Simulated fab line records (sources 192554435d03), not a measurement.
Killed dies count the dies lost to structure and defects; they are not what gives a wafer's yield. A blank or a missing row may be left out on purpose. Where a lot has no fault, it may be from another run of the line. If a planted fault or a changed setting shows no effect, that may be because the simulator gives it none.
A lot that was struck, set against a sound lot | flow n5_finfet | 15 out of 1938 route steps
Sound: these wafers, L343.1, L343.4, L343.6. Struck: wafer L353.5. (L353.3 of the same lot was not struck and is left out.) The cause comes at the end.
Order at every step that has rows: each side's tool, ch and its chambers, its first start. Under that, the readings that differ: sound wafers | struck wafers | difference of the means | sigmas: that difference in standard deviations of wafers without a fault.
alike: readings whose means differ by less than 2 such deviations, and words and numbers that are the same on both sides. not compared: withheld readings, readings that some wafer has no value for, bounds like >300 that may hide the same value, and numbers for which the record gives no deviation and whose values overlap.
A row with sigmas, a row that says differs or no value, or rows on one side alone: a step with any of these is where the two part. Non-overlapping numbers with no deviation appear without sigmas and do not part them. A reading missing from all wafers of one side parts the sides only when that side holds two or more wafers.

N5_GATE_CUT_STRIP_42: strips in O2.
  sound on rie_diel-01 ch 1,2, day 5 02:58; struck on rie_diel-04 ch 3, day 7 14:14
  alike: drypump_motor_current_A, o2_flow_sccm, oes_product_au, rf_vpp_V, showerhead_plenum_p_Torr, throttle_valve_pct
  not compared: rf_hours_counter_h
then, 4 steps without rows for these wafers: N5_GATE_CUT_ETCH_19 (etches SiNx in CH3F/O2, target depth 53.7 nm, time 76.7 s); N5_GATE_CUT_CUT_ETCH_53 (etches W in SF6/Cl2, target depth 79.2 nm); N5_GATE_CUT_CUT_ETCH_54 (etches TiN in Cl2/BCl3, target depth 96.7 nm); N5_GATE_CUT_CUT_ETCH_55 (etches HfO2 in BCl3, target depth 3.2 nm).
N5_GATE_CUT_ETCH_47: etches SiO2 in Cl2/BCl3, target depth 10 nm.
  sound on rie_metal-03 ch 0,1, day 5 03:16; struck on rie_metal-03 ch 0, day 7 14:33
  alike: bcl3_flow_sccm, drypump_motor_current_A, mfc_ar_sccm, oes_product_au, throttle_valve_pct
  not compared: rf_hours_counter_h
N5_GATE_CUT_VAPOR_ETCH_48: etches TiN in BCl3/Cl2.
  sound on rie_metal-03 ch 0,1, day 5 03:17; struck on rie_metal-03 ch 0, day 7 14:35
  alike: drypump_motor_current_A, oes_product_au
N5_GATE_CUT_VAPOR_ETCH_49: etches TiAlC in BCl3/Cl2.
  sound on rie_metal-03 ch 0,1, day 5 03:19; struck on rie_metal-03 ch 0, day 7 14:37
  alike: drypump_motor_current_A, oes_product_au
then, 1 step without rows for these wafers: N5_GATE_CUT_VAPOR_ETCH_51 (etches HfO2 in BCl3/Cl2).
N5_GATE_CUT_STRIP_21: strips in N2/H2, time 30 s.
  sound on plasma_asher-01 ch 0,1, day 5 03:24; struck on plasma_asher-02 ch 0, day 7 14:42
  alike: drypump_motor_current_A, heater_power_w
  not compared: rf_hours_counter_h
then, 2 steps without rows for these wafers: N5_GATE_CUT_STRIP_29 (strips in post etch residue remover, time 60 s); N5_GATE_CUT_SRD_52 (time 30 s).
N5_GATE_CUT_ALD_22: deposits SiNx, target thk 16 nm, pulse time 1 s, ald cycles 320.
  sound on ald_sin-02 ch 0,2, day 5 03:33; struck on ald_sin-04 ch 2, day 7 14:50
  reading                                   | sound       | struck | difference | sigmas
  ald_cycles                                | 320 320 320 | 487    | +167       |
  model.SiNx_of_GATE_CUT_ALD_22.thk_nm (nm) | 16 16.2 16  | 24.4   | +8.3       |
  alike: heater_power_w, precursor_pulse_height_rel
N5_GATE_CUT_CMP_23: polishes, stops on SiO2, t overpolish 23.4 s, target thk 16 nm.
  sound on cmp-01 ch 0,1,3, day 5 05:07; struck on cmp-04 ch 1, day 7 16:24
  reading                                   | sound          | struck | difference | sigmas
  time_to_endpoint_s (s)                    | 18.0 18.1 15.1 | 28.2   | +11.1      | +6
  model.SiNx_of_GATE_CUT_ALD_22.thk_nm (nm) | 16 16.2 16     | 15.4   | -0.7       |
  alike: edge_zone_pressure_frac, head_pressure_psi, motor_current_A
N5_GATE_CUT_THK_MEAS_24:
  sound: film_metro-02 at day 5 05:20; struck: film_metro-02 at day 7 16:37
  alike: GC_FILL_THK

== WHERE THEY PART ==
Only at N5_GATE_CUT_CMP_23, within this record. Later steps at which nothing parts them and some readings are alike: N5_GATE_CUT_THK_MEAS_24.

WHY: the cause the simulator had injected
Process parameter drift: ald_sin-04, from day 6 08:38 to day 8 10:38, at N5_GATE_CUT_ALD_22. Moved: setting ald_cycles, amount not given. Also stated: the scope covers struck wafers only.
